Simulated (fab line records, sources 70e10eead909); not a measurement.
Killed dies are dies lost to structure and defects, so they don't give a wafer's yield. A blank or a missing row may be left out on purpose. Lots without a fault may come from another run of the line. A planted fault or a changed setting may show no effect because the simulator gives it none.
fab line records | flow nand_harc | part 1 of 2: steps 1 to 4 of 6
record lots=21 wafers=63 last_day=33
route steps=1302 shown A_CHANNEL_HOLE_D2@596 A_CHANNEL_FILL_D2@629 A_STAIRCASE@639
lots that met no fault: from a run of the same line without faults
start_h: hours from the record's first day to the start of the lot's first wafer shown | wait_h: hours since the lot's step before | " the same as in the row above | L1.1+2: a row that stands for several wafers | - no value, or no start given | * or withheld: withheld | < > ~ a bound
route shown NAME@n: a module of which the file shows steps, and the number in the route of the first | usual: mean/standard deviation of fault-free wafers | same: alike in all rows | chamber/n: place in a boat | sites: the reading at each site | _std_site: their standard deviation | _edge_site: outer sites' mean less inner sites' | radius_mm: how far each site lies from the wafer's centre | mask NAME#n: copy n | behind: the tool/chamber that last shaped the wafer | hold: why the lot was held/for how many hours/how that ended | device: the transistor (n, p or np) that didn't switch | end of line: the same wafers' tests at the end of the route | a step without rows: its recipe alone | killed: dies lost to structure and defects at the first sort, not the wafer's yield | map: a wafer's dies, x killed, . not, _ none there
set.NAME: the setting as run; set.NAME@STEP: as run at that earlier step | model.NAME: the simulator's own value behind a step, which no gauge read
steps of the route over a sample of lots; a table a step, a row a wafer
services: from which hour (start_h, from the record's first day; less than 0 if before it) a tool's chamber was out of use, for how many hours, and why
## steps
# step NHARC_A_CHANNEL_HOLE_D2_ETCH_24
# recipe bias_v=5000 source_w=withheld pressure_mtorr=20 time_s=906.2 ar_flow_sccm=375 c4f8_flow_sccm=93.8 o2_flow_sccm=31.2 temp_c=-20 target_depth_a=15000 chemistry=C4F8/O2/Ar
# usual drypump_motor_current_A=5.9/0.48 mfc_ar_sccm=374.9/1.1 o2_flow_sccm=31.21/0.088 showerhead_plenum_p_Torr=3.73/0.14 throttle_valve_pct=32.236/0.0096
# columns lot.wafer tool chamber start_h wait_h drypump_motor_current_A mfc_ar_sccm o2_flow_sccm rf_hours_counter_h showerhead_plenum_p_Torr throttle_valve_pct
L074.1 har_etch-02 1 297.48 0.6 6.1 374.9 31.20 360 3.58 32.245
L074.3 " 0 " " 5.1 375.2 31.28 - 3.58 32.234
L074.6 " 0 " " 5.1 374.0 31.31 - 3.58 32.240
L076.2 har_etch-01 0 321.64 0.6 6.3 376.8 31.21 155 3.69 32.223
L076.4 " 1 " " 6.1 374.3 31.43 - 3.69 32.258
L076.3 " 0 " " 6.4 373.9 31.23 - 3.69 32.261
L075.3 har_etch-02 1 324.17 1.2 6.1 373.7 31.21 - 3.57 32.228
L075.5 " 1 " " 6.1 374.9 31.17 - 3.57 32.237
L075.6 " 1 " " 6.1 374.0 31.24 - 3.57 32.228
L077.3 har_etch-02 0 333.98 0.6 5.1 376.1 31.19 - 3.58 32.250
L077.4 " 1 " " 6.1 376.5 31.10 - 3.57 32.228
L077.5 " 1 " " 6.1 375.9 31.12 - 3.57 32.233
L078.2 har_etch-01 0 341.66 0.6 6.4 373.5 31.21 174 3.68 32.240
L078.3 " 1 " " 6.1 374.6 31.21 - 3.68 32.241
L078.6 " 0 " " 6.4 373.3 31.29 - 3.68 32.222
L079.1 har_etch-02 1 352.88 0.6 6.1 374.2 31.08 402 3.56 32.240
L079.2 " 0 " " 5.1 373.3 31.25 386 3.57 32.228
L079.6 " 0 " " 5.1 375.8 31.32 - 3.57 32.235
L081.1 har_etch-01 0 359.58 0.6 6.4 374.3 31.14 186 3.67 32.230
L081.4 " 1 " " 6.1 374.7 31.25 - 3.67 32.227
L081.6 " 1 " " 6.1 374.8 31.19 - 3.67 32.231
L080.1 har_etch-02 1 359.86 0.6 6.1 375.6 31.11 406 3.56 32.232
L080.4 " 1 " " 6.1 374.4 31.21 - 3.56 32.235
L080.5 " 1 " " 6.1 374.6 31.26 - 3.56 32.225
L082.2 har_etch-01 0 373.24 0.6 6.4 373.4 31.26 197 3.67 32.227
L082.6 " 1 " " 6.1 375.5 31.19 - 3.67 32.230
L082.5 " 0 " " 6.3 373.0 31.05 - 3.67 32.244
L083.2 har_etch-01 1 398.51 0.6 6.1 375.8 31.15 208 3.66 32.223
L083.4 " 1 " " 6.1 375.9 31.30 - 3.66 32.224
L083.6 " 0 " " 6.4 375.8 31.12 - 3.66 32.235
L085.1 har_etch-02 0 400.41 0.6 5.1 375.8 31.25 6 3.92 32.242
L085.4 " 1 " " 6.1 374.7 31.05 - 3.92 32.228
L085.5 " 0 " " 5.1 376.4 31.14 - 3.92 32.230
L086.2 har_etch-02 1 416.20 0.6 6.1 374.3 31.08 18 3.92 32.235
L086.3 " 0 " " 5.1 373.1 31.22 - 3.92 32.228
L086.4 " 1 " " 6.1 373.7 31.20 - 3.92 32.256
L087.2 har_etch-02 0 429.46 0.6 5.1 375.4 31.07 26 3.91 32.247
L087.4 " 0 " " 5.1 375.8 31.30 - 3.91 32.252
L087.3 " 1 " " 6.1 376.2 31.20 - 3.91 32.256
L088.4 har_etch-02 1 451.60 0.6 6.1 374.8 31.23 - 3.91 32.238
L088.3 " 0 " " 5.1 375.2 31.27 - 3.91 32.235
L088.6 " 1 " " 6.1 374.0 31.28 - 3.91 32.238
L090.1 har_etch-01 1 461.50 0.6 6.1 377.0 31.16 246 3.64 32.249
L090.4 " 1 " " 6.1 373.9 31.10 - 3.64 32.253
L090.6 " 1 " " 6.1 374.9 31.09 - 3.64 32.229
L091.2 har_etch-02 0 461.66 0.6 5.1 375.8 31.21 41 3.91 32.236
L091.3 " 1 " " 6.1 376.1 31.31 - 3.90 32.234
L091.5 " 0 " " 5.2 376.8 31.06 - 3.90 32.235
L092.4 har_etch-01 1 478.52 0.6 6.1 375.4 31.26 - 3.64 32.238
L092.3 " 0 " " 6.4 374.2 31.21 - 3.64 32.232
L092.5 " 1 " " 6.1 374.7 31.32 - 3.64 32.226
L093.1 har_etch-02 0 481.54 0.6 5.1 375.8 31.02 56 3.90 32.241
L093.2 " 1 " " 6.1 375.6 31.20 56 3.90 32.240
L093.3 " 1 " " 6.1 374.8 31.36 - 3.90 32.266
L094.2 har_etch-02 0 510.65 0.6 5.1 374.3 31.31 67 3.89 32.222
L094.3 " 0 " " 5.1 375.0 31.30 - 3.89 32.240
L094.5 " 0 " " 5.1 372.7 31.42 - 3.89 32.222
L097.3 har_etch-02 0 529.27 0.6 5.1 375.2 31.08 - 3.88 32.247
L097.6 " 0 " " 5.1 377.3 31.23 - 3.88 32.241
L097.5 " 1 " " 6.1 373.7 31.18 - 3.88 32.236
L096.2 har_etch-01 1 529.28 0.6 6.1 376.4 31.28 284 3.62 32.247
L096.3 " 1 " " 6.1 375.2 31.18 - 3.62 32.223
L096.6 " 0 " " 6.4 376.8 31.15 - 3.62 32.238
# step NHARC_A_CHANNEL_FILL_D2_STRIP_29
# recipe time_s=20 o2_flow_sccm=500 ar_flow_sccm=0 bias_w=0 chemistry=O2
# usual drypump_motor_current_A=5.9/0.45 mfc_ar_sccm=0.001/0.0041 o2_flow_sccm=499.9/1.4 oes_product_au=1.000/0.0076 rf_vpp_V=57.9/0.94 showerhead_plenum_p_Torr=3.53/0.13 throttle_valve_pct=17.035/0.0089
# columns lot.wafer tool chamber start_h wait_h drypump_motor_current_A mfc_ar_sccm o2_flow_sccm oes_product_au rf_hours_counter_h rf_vpp_V showerhead_plenum_p_Torr throttle_valve_pct
L074.3 rie_diel-09 1 - - 5.6 0 501.1 1.004 2 58.4 3.72 17.044
L074.1 " 3 " " 5.7 0 502.1 1.012 2 56.0 3.29 17.036
L074.6 " 2 " " 6.3 0.020 500.5 0.994 - 58.8 3.59 17.027
L076.4 rie_diel-09 2 - - 6.3 0.020 501.5 1.000 4 57.7 3.59 17.016
L076.2 " 3 " " 5.7 0 500.6 1.000 4 56.4 3.29 17.028
L076.3 " 1 " " 5.6 0 497.9 1.014 4 58.4 3.71 17.041
L075.3 rie_diel-11 3 - - 5.5 0 501.9 0.998 3 58.0 3.56 17.040
L075.6 " 3 " " 5.6 0 502.1 1.003 - 57.0 3.56 17.026
L075.5 " 0 " " 6.0 0 499.7 0.999 - 58.7 3.62 17.025
L077.4 rie_diel-11 2 - - 6.6 0 498.6 0.998 4 56.8 3.31 17.030
L077.3 " 3 " " 5.5 0 499.9 1.014 3 56.6 3.56 17.030
L077.5 " 1 " " 5.7 0 501.3 0.995 - 59.6 3.46 17.024
L078.3 rie_diel-11 0 - - 6.0 0 497.4 1.006 4 59.1 3.62 17.042
L078.2 " 2 " " 6.6 0 499.5 1.004 4 55.8 3.31 17.028
L078.6 " 0 " " 6.0 0 500.2 1.007 - 58.8 3.62 17.046
L079.1 rie_diel-13 3 - - 6.3 0.001 500.4 1.001 1 57.1 3.66 17.024
L079.2 " 2 " " 5.2 0 499.9 0.997 1 58.4 3.51 17.036
L079.6 " 3 " " 6.3 0.001 500.1 1.004 - 58.3 3.66 17.019
L081.1 rie_diel-13 0 - - 6.5 0 499.4 1.004 2 58.8 3.60 17.020
L081.4 " 2 " " 5.1 0 501.9 0.993 1 57.9 3.51 17.036
L081.6 " 3 " " 6.3 0.001 500.5 1.000 - 59.6 3.66 17.036
L080.4 rie_diel-11 2 - - 6.6 0 502.5 0.998 4 57.1 3.31 17.032
L080.1 " 3 " " 5.5 0 501.5 1.007 3 57.9 3.56 17.039
L080.5 " 2 " " 6.6 0 498.8 0.996 - 58.7 3.31 17.039
L082.2 rie_diel-11 1 - - 5.7 0 499.1 0.998 4 56.5 3.46 17.029
L082.6 " 2 " " 6.6 0 500.1 1.005 - 55.5 3.31 17.051
L082.5 " 3 " " 5.5 0 500.3 1.019 - 57.9 3.56 17.018
L083.4 rie_diel-13 1 - - 5.6 0 499.4 0.999 3 57.2 3.72 17.034
L083.2 " 3 " " 6.3 0.001 500.2 0.994 3 58.3 3.66 17.024
L083.6 " 1 " " 5.6 0 500.0 1.001 - 58.2 3.72 17.029
L085.4 rie_diel-09 1 - - 5.6 0 497.9 1.007 19 58.4 3.71 17.040
L085.1 " 3 " " 5.7 0 499.5 1.000 20 57.6 3.29 17.030
L085.5 " 0 " " 6.4 0 496.6 1.000 - 57.1 3.36 17.038
L086.2 rie_diel-13 2 - - 5.1 0 500.2 0.995 3 58.1 3.51 17.026
L086.4 " 3 " " 6.3 0.001 498.2 0.990 3 58.3 3.66 17.038
L086.3 " 1 " " 5.6 0 499.9 0.991 3 57.9 3.72 17.016
L087.2 rie_diel-13 2 - - 5.1 0 499.8 1.011 3 57.8 3.51 17.033
L087.3 " 3 " " 6.3 0.001 499.7 1.005 4 57.7 3.66 17.032
L087.4 " 0 " " 6.5 0 500.8 1.003 4 58.3 3.60 17.021
L088.3 rie_diel-11 3 - - 5.5 0 496.8 1.014 2 57.8 3.56 17.043
L088.4 " 0 " " 6.0 0 500.8 1.009 2 57.8 3.62 17.053
L088.6 " 2 " " 6.6 0 498.7 1.006 - 57.1 3.31 17.032
L091.3 rie_diel-11 0 - - 6.0 0 499.0 0.997 2 57.6 3.62 17.040
L091.2 " 2 " " 6.6 0 500.1 1.004 2 57.5 3.31 17.040
L091.5 " 0 " " 6.1 0 501.2 1.005 - 57.3 3.62 17.060
L090.1 rie_diel-13 2 - - 5.1 0 501.5 0.983 4 58.0 3.51 17.025
L090.4 " 1 " " 5.6 0 500.7 1.003 4 58.8 3.72 17.039
L090.6 " 3 " " 6.3 0.001 500.5 0.979 - 57.5 3.66 17.038
L092.3 rie_diel-11 0 - - 6.0 0 497.8 1.003 2 59.1 3.62 17.031
L092.4 " 1 " " 5.7 0 499.2 0.993 2 56.1 3.46 17.031
L092.5 " 3 " " 5.5 0 498.8 1.003 - 58.5 3.56 17.036
L093.2 rie_diel-11 3 - - 5.6 0 499.4 1.014 2 55.9 3.56 17.053
L093.3 " 0 " " 6.0 0 498.1 1.002 2 56.8 3.62 17.039
L093.1 " 2 " " 6.6 0 501.0 1.024 2 58.6 3.31 17.046
L094.2 rie_diel-11 2 559.50 0.1 6.6 0 502.0 1.014 3 57.5 3.31 17.036
L094.3 " 1 " " 5.7 0 496.4 0.998 3 59.0 3.46 17.040
L094.5 " 0 " " 6.1 0 498.1 1.001 - 57.1 3.62 17.039
L097.3 rie_diel-11 3 - - 5.6 0 500.9 1.000 4 58.5 3.56 17.050
L097.6 " 3 " " 5.6 0 500.0 1.000 - 58.9 3.56 17.041
L097.5 " 0 " " 6.0 0 499.9 0.997 - 57.3 3.62 17.029
L096.3 rie_diel-11 3 - - 5.6 0 499.4 0.995 4 57.9 3.56 17.047
L096.2 " 1 " " 5.7 0 501.3 0.998 4 59.0 3.46 17.040
L096.6 " 3 " " 5.6 0 502.5 1.001 - 57.8 3.56 17.040
# step NHARC_A_STAIRCASE_DEP_156
# recipe target_thk_a=500 temp_c=400 target_thk_nm=50 flow_sccm=200 rf_w=450 material=SiNx
# usual heater_power_w=696/76
# columns lot.wafer tool chamber start_h wait_h heater_power_w
L074.1 pecvd-02 2 348.89 0.1 632
L074.3 " 2 " " 641
L074.6 " 2 " " 622
L076.3 pecvd-04 0 374.69 0.1 605
L076.2 " 2 " " 795
L076.4 " 0 " " 625
L075.3 pecvd-04 1 378.14 0.1 837
L075.6 " 0 " " 566
L075.5 " 1 " " 844
L077.3 pecvd-02 2 388.82 0.1 623
L077.4 " 2 " " 608
L077.5 " 0 " " 781
L078.2 pecvd-04 0 394.57 0.1 670
L078.3 " 1 " " 781
L078.6 " 1 " " 811
L079.1 pecvd-01 2 410.00 0.1 669
L079.2 " 0 " " 721
L079.6 " 1 " " 689
L081.1 pecvd-01 0 416.54 0.3 770
L081.6 " 2 " " 686
L081.4 " 0 " " 752
L080.1 pecvd-04 1 416.67 0.2 819
L080.5 " 0 " " 674
L080.4 " 1 " " 824
L082.2 pecvd-02 1 430.04 0.1 738
L082.5 " 1 " " 745
L082.6 " 2 " " 519
L083.2 pecvd-01 0 449.36 0.1 691
L083.4 " 0 " " 689
L083.6 " 1 " " 632
L085.1 pecvd-02 1 449.38 0.1 771
L085.5 " 1 " " 781
L085.4 " 2 " " 594
L086.2 pecvd-01 2 468.97 0.1 695
L086.3 " 1 " " 644
L086.4 " 2 " " 705
L087.3 pecvd-01 2 484.26 0.1 617
L087.2 " 1 " " 599
L087.4 " 1 " " 598
L088.3 pecvd-02 1 501.98 0.1 706
L088.4 " 0 " " 760
L088.6 " 1 " " 702
L091.3 pecvd-04 2 517.02 0.1 848
L091.2 " 1 " " 695
L091.5 " 2 " " 860
L090.1 pecvd-01 2 517.08 0.1 708
L090.6 " 0 " " 685
L090.4 " 2 " " 563
L092.3 pecvd-04 2 530.92 0.1 705
L092.5 " 2 " " 708
L092.4 " 0 " " 748
L093.1 pecvd-04 1 537.27 0.1 654
L093.3 " 2 " " 756
L093.2 " 0 " " 700
L094.2 pecvd-04 0 565.73 0.1 733
L094.3 " 1 " " 683
L094.5 " 1 " " 699
L096.2 pecvd-01 2 580.36 0.1 662
L096.3 " 1 " " 680
L096.6 " 2 " " 669
L097.3 pecvd-02 2 580.38 0.1 608
L097.5 " 1 " " 710
L097.6 " 0 " " 658
# step NHARC_A_STAIRCASE_TRIM_12
# recipe time_s=211.2 o2_flow_sccm=500 ar_flow_sccm=0 bias_w=0 chemistry=O2
# usual drypump_motor_current_A=5.7/0.4 mfc_ar_sccm=0.007/0.011 o2_flow_sccm=499.9/1.5 oes_product_au=0.998/0.0075 rf_vpp_V=57.6/0.96 showerhead_plenum_p_Torr=3.46/0.16 throttle_valve_pct=17.036/0.0091
# columns lot.wafer tool chamber start_h wait_h drypump_motor_current_A mfc_ar_sccm o2_flow_sccm oes_product_au rf_hours_counter_h rf_vpp_V showerhead_plenum_p_Torr throttle_valve_pct
L074.1 rie_diel-12 2 351.68 0.1 6.1 0.027 498.5 0.982 25 58.7 3.37 17.033
L074.3 " 3 " " 5.7 0 500.5 0.981 28 58.0 3.42 17.033
L074.6 " 2 " " 6.1 0.027 498.0 0.993 - 57.9 3.37 17.042
L076.2 rie_diel-12 2 377.49 0.1 6.1 0.027 499.7 1.001 32 56.9 3.37 17.029
L076.4 " 3 " " 5.7 0 499.8 0.994 36 56.1 3.42 17.048
L076.3 " 0 " " 6.6 0 499.2 0.996 30 56.9 3.37 17.018
L075.3 rie_diel-04 0 381.08 0.1 5.6 0.006 500.5 1.004 4 57.1 3.29 17.043
L075.6 " 1 " " 5.7 0.004 501.7 1.013 - 57.6 3.81 17.028
L075.5 " 2 " " 5.7 0.012 497.0 0.995 - 56.6 3.54 17.043
L077.3 rie_diel-04 0 391.57 0.1 5.6 0.006 501.2 1.006 7 58.4 3.29 17.032
L077.4 " 1 " " 5.7 0.004 497.3 1.003 8 58.7 3.80 17.025
L077.5 " 3 " " 6.3 0 499.3 0.998 - 55.9 3.50 17.030
L078.3 rie_diel-04 3 397.49 0.1 6.3 0 498.2 1.001 11 55.8 3.50 17.047
L078.2 " 1 " " 5.7 0.004 504.6 0.996 10 57.7 3.80 17.044
L078.6 " 3 " " 6.3 0 501.7 0.993 - 58.3 3.50 17.034
L079.1 rie_diel-12 1 412.91 0.1 5.2 0 498.3 1.001 37 57.9 3.46 17.040
L079.2 " 0 " " 6.6 0 501.5 1.013 42 57.5 3.36 17.043
L079.6 " 1 " " 5.2 0 499.9 1.004 - 57.5 3.46 17.030
L081.1 rie_diel-07 3 419.44 0.1 5.5 0 503.5 0.999 38 56.4 3.52 17.026
L081.4 " 0 " " 5.5 0 499.5 1.010 37 57.1 3.28 17.028
L081.6 " 1 " " 5.7 0.036 498.2 0.993 - 55.8 3.43 17.048
L080.1 rie_diel-12 0 419.71 0.1 6.6 0 501.3 0.996 43 58.2 3.36 17.041
L080.4 " 3 " " 5.8 0 501.1 1.004 51 58.0 3.41 17.030
L080.5 " 1 " " 5.2 0 500.6 0.992 - 57.6 3.46 17.046
L082.2 rie_diel-07 3 432.83 0.1 5.5 0 499.8 1.004 42 57.5 3.52 17.060
L082.6 " 1 " " 5.7 0.036 501.3 1.003 - 56.5 3.43 17.034
L082.5 " 2 " " 5.4 0 500.4 0.994 - 57.7 3.36 17.058
L085.1 rie_diel-04 0 452.72 0.2 5.6 0.006 499.2 0.989 24 56.9 3.28 17.034
L085.5 " 2 " " 5.7 0.012 501.4 0.999 - 58.3 3.52 17.021
L085.4 " 1 " " 5.7 0.004 502.2 1.001 - 58.3 3.79 17.034
L083.2 rie_diel-04 0 453.38 0.5 5.6 0.006 499.8 1.001 24 56.0 3.28 17.041
L083.6 " 2 " " 5.7 0.012 500.0 0.988 - 58.4 3.52 17.047
L083.4 " 0 " " 5.6 0.006 497.0 1.007 - 58.0 3.28 17.034
L086.2 rie_diel-04 1 471.82 0.1 5.7 0.004 502.5 0.999 36 60.3 3.79 17.021
L086.3 " 3 " " 6.3 0 497.4 0.990 36 58.0 3.48 17.042
L086.4 " 1 " " 5.7 0.004 500.7 1.009 - 58.6 3.79 17.045
L087.3 rie_diel-04 1 487.24 0.1 5.7 0.004 501.1 1.004 42 58.6 3.78 17.031
L087.2 " 3 " " 6.3 0 499.7 1.012 42 57.6 3.48 17.042
L087.4 " 1 " " 5.7 0.004 500.9 1.003 - 58.5 3.78 17.010
L088.4 rie_diel-12 1 505.01 0.1 5.1 0 498.9 0.992 17 56.6 3.44 17.030
L088.3 " 0 " " 6.6 0 501.0 1.017 19 56.7 3.34 17.056
L088.6 " 1 " " 5.2 0 499.1 0.991 - 57.0 3.44 17.021
L091.2 rie_diel-04 0 519.70 0.1 5.6 0.006 499.4 0.995 50 57.6 3.27 17.048
L091.3 " 2 " " 5.7 0.012 500.5 0.995 46 57.3 3.51 17.026
L091.5 " 1 " " 5.8 0.004 499.9 0.998 - 59.6 3.78 17.035
L090.4 rie_diel-12 0 520.06 0.1 6.6 0 501.5 1.011 23 58.6 3.34 17.029
L090.1 " 2 " " 6.1 0.027 499.7 0.997 25 56.6 3.34 17.040
L090.6 " 1 " " 5.2 0 501.4 0.988 - 57.0 3.44 17.039
L092.3 rie_diel-12 3 533.89 0.1 5.8 0 498.9 1.006 27 57.1 3.39 17.033
L092.5 " 1 " " 5.2 0 498.9 0.998 - 58.1 3.43 17.044
L092.4 " 0 " " 6.6 0 500.5 1.006 - 58.0 3.34 17.034
L093.1 rie_diel-12 0 540.42 0.1 6.6 0 499.2 1.011 34 56.9 3.34 17.026
L093.3 " 1 " " 5.1 0 500.4 0.998 32 56.7 3.43 17.027
L093.2 " 3 " " 5.8 0 501.4 1.005 31 57.1 3.39 17.035
L094.2 rie_diel-04 1 568.59 0.1 5.7 0.004 500.9 0.997 7 59.1 3.77 17.038
L094.3 " 0 " " 5.6 0.006 501.9 1.001 8 59.0 3.80 17.006
L094.5 " 2 " " 5.7 0.012 498.1 0.988 - 58.1 3.51 17.049
L097.3 rie_diel-07 1 583.02 0.1 5.7 0.036 499.2 0.989 30 57.7 3.41 17.031
L097.5 " 1 " " 5.7 0.036 501.8 0.995 - 58.3 3.41 17.038
L097.6 " 2 " " 5.4 0 501.4 1.003 - 57.8 3.34 17.038
L096.2 rie_diel-07 3 583.37 0.1 5.5 0 500.4 0.996 31 57.4 3.49 17.043
L096.3 " 0 " " 5.5 0 500.5 0.997 32 58.5 3.79 17.028
L096.6 " 1 " " 5.7 0.036 501.7 1.006 - 58.1 3.41 17.045
